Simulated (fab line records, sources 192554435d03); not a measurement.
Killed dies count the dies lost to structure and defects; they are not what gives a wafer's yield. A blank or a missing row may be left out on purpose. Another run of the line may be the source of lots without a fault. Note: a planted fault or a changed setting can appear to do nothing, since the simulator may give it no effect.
Split-lot trial ; flow n5Finfet ; route with 1938 steps; 7 lots, 39 wafers read

ABOUT THE SPLIT
At N5_BEOL_M0_SAQP_PECVD_96 (deposits a-Si from SiH4/He, target thk 45 nm, time 45.2 s), the setting timeS was moved away from the recipe's 45.2 s on 15 of the 39 wafers read, by -47.9% to +54.4%. This setting was run at the recipe's value on the other wafers.

FROM THE SPLIT TO THE READING: what the file shows between them, 4 steps
- N5_BEOL_M0_SAQP_PECVD_97: deposits SiNx from SiH4/NH3/N2, target thk 23 nm, time 19.9 s
- N5_BEOL_M0_SAQP_PECVD_04: deposits a-Si from SiH4/He, target thk 60 nm, time 60.2 s
- N5_BEOL_M0_SAQP_ETCH_101: etches SiNx in CH3F/O2, target depth 29.9 nm, time 42.7 s
- N5_BEOL_M0_SAQP_ETCH_102: etches SiO2 in CF4, target depth 4 nm, time 4.4 s

THE READING
oesProductAu, in a.u., at N5_BEOL_M0_SAQP_MANDREL_ETCH_103 (etches a-Si in HBr/Cl2, stops on SiCN, target depth 45 nm, bt time 10 s, time 27 s). Typical for fault-free wafers on this fab line: 0.686 a.u., with standard deviation 0.013 a.u.

wafer;tool, chamber at the split;timeS as run, s;against the recipe;oesProductAu, a.u.;against lot-mates on the recipe
L075.1;pecvd-01, 1;45.2;recipe;0.680;-
L075.2;pecvd-01, 2;45.2;recipe;0.672;-
L075.3;pecvd-01, 0;45.2;recipe;0.696;-
L075.4;pecvd-01, 1;37.25;-17.6%;0.646;-0.037
L075.5;pecvd-01, 2,0;37.25;-17.6%;0.627;-0.056
L075.6;pecvd-01, 2,0;37.25;-17.6%;0.618;-0.065
L080.1;pecvd-04, 1;45.2;recipe;0.687;-
L080.2;pecvd-04, 2;45.2;recipe;0.657;-
L080.3;pecvd-04, 0;45.2;recipe;0.686;-
L080.4;pecvd-04, 2,0;45.2;recipe;0.667;-
L080.5;pecvd-04, 2,0;45.2;recipe;0.692;-
L080.6;pecvd-04, 1;45.2;recipe;0.689;-
L083.1;pecvd-02, 1;34.92;-22.7%;0.612;-0.081
L083.2;pecvd-02, 0;34.92;-22.7%;0.590;-0.103
L083.3;pecvd-02, 2;45.2;recipe;0.693;-
L083.4;pecvd-02, 0;34.92;-22.7%;0.587;-0.106
L083.5;pecvd-02, 1,2;45.2;recipe;0.695;-
L083.6;pecvd-02, 1,2;45.2;recipe;0.692;-
L084.3;pecvd-02, 1;45.2;recipe;0.678;-
L084.5;pecvd-02, 1;45.2;recipe;0.709;-
L084.6;pecvd-02, 0;45.2;recipe;0.679;-
L093.1;pecvd-01, 0;45.2;recipe;0.692;-
L093.2;pecvd-01, 2;69.81;+54.4%;0.880;+0.189
L093.3;pecvd-01, 1;45.2;recipe;0.675;-
L093.4;pecvd-01, 1;45.2;recipe;0.705;-
L093.5;pecvd-01, 0,2;69.81;+54.4%;0.918;+0.227
L093.6;pecvd-01, 0,2;69.81;+54.4%;0.906;+0.215
L095.1;pecvd-02, 2;45.2;recipe;0.697;-
L095.2;pecvd-02, 1;45.2;recipe;0.687;-
L095.3;pecvd-02, 0;23.54;-47.9%;0.500;-0.189
L095.4;pecvd-02, 2;45.2;recipe;0.683;-
L095.5;pecvd-02, 0;23.54;-47.9%;0.498;-0.191
L095.6;pecvd-02, 1;23.54;-47.9%;0.496;-0.193
L096.1;pecvd-01, 0;45.2;recipe;0.680;-
L096.2;pecvd-01, 1;31.91;-29.4%;0.584;-0.103
L096.3;pecvd-01, 2,0;31.91;-29.4%;0.564;-0.123
L096.4;pecvd-01, 1;45.2;recipe;0.694;-
L096.5;pecvd-01, 2,0;31.91;-29.4%;0.578;-0.109
L096.6;pecvd-01, 2;45.2;recipe;0.687;-
Where a row lists several chambers, the file gives one row for several wafers and doesn't say which wafer went through which chamber.

THE FIT
A straight line over all 39 wafers: oesProductAu changes by +0.0039 a.u. for each +1% of timeS; r = +0.99; the points scatter about the line by 0.012 a.u.
The same after taking each lot's own level away (the mean of its wafers on the recipe; 39 wafers): +0.00389 a.u. for each +1%; r = +0.99; scatter 0.012 a.u.
That fit puts the effect of the largest move of timeS on the reading at 0.21 a.u.
The span of the lots' own levels, 0.6797 to 0.6933 a.u., comes to 1.1 times the standard deviation stated above.
The two slopes agree, so the slope changes little with the lot-to-lot level.
Check: for one of the wafers moved furthest among these (+54.4%), held out of the fit, the line's prediction against its lot-mates is +0.218 a.u. Against them it came out at +0.189 a.u.

OTHER SPLITS APPLIED TO THESE WAFERS
These wafers also went through other splits before the reading. Each is held against what the fit with the lots' levels taken away leaves over:
other split on the same wafers;wafers away from the commonest value;r with oesProductAu (lot level and that fit taken away)
N5_FIN_SAQP_SPACER2_ALD_28 targetThkA;18;-0.02
N5_SD_EPI_N_ETCH_45 targetDepthA;9;-0.03
N5_GATE_CUT_ALD_22 aldCycles;12;+0.19

THE WHOLE CHAIN: every reading that the file lists as answering this split, in the file's order
step;what it does;reading;change (the file's fit);r (the file's)
N5_BEOL_M0_SAQP_PECVD_96;deposits a-Si from SiH4/He, target thk 45 nm, time 45.2 s;a-Si_of_BEOL_M0_SAQP_PECVD_96.thkNm (the simulator's own value, which no gauge read);+0.454 nm for each +1% of the setting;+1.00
N5_BEOL_M0_SAQP_MANDREL_ETCH_103;etches a-Si in HBr/Cl2, stops on SiCN, target depth 45 nm, bt time 10 s, time 27 s;oesProductAu;+0.00389 a.u. for each +1% of the setting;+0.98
N5_BEOL_M0_SAQP_MANDREL_ETCH_103;etches a-Si in HBr/Cl2, stops on SiCN, target depth 45 nm, bt time 10 s, time 27 s;etch.depthNm (the simulator's own value, which no gauge read);+0.454 nm for each +1% of the setting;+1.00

FILE'S OWN FIT
oesProductAu changes by +0.00389 a.u. for each +1% of timeS, r = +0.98.
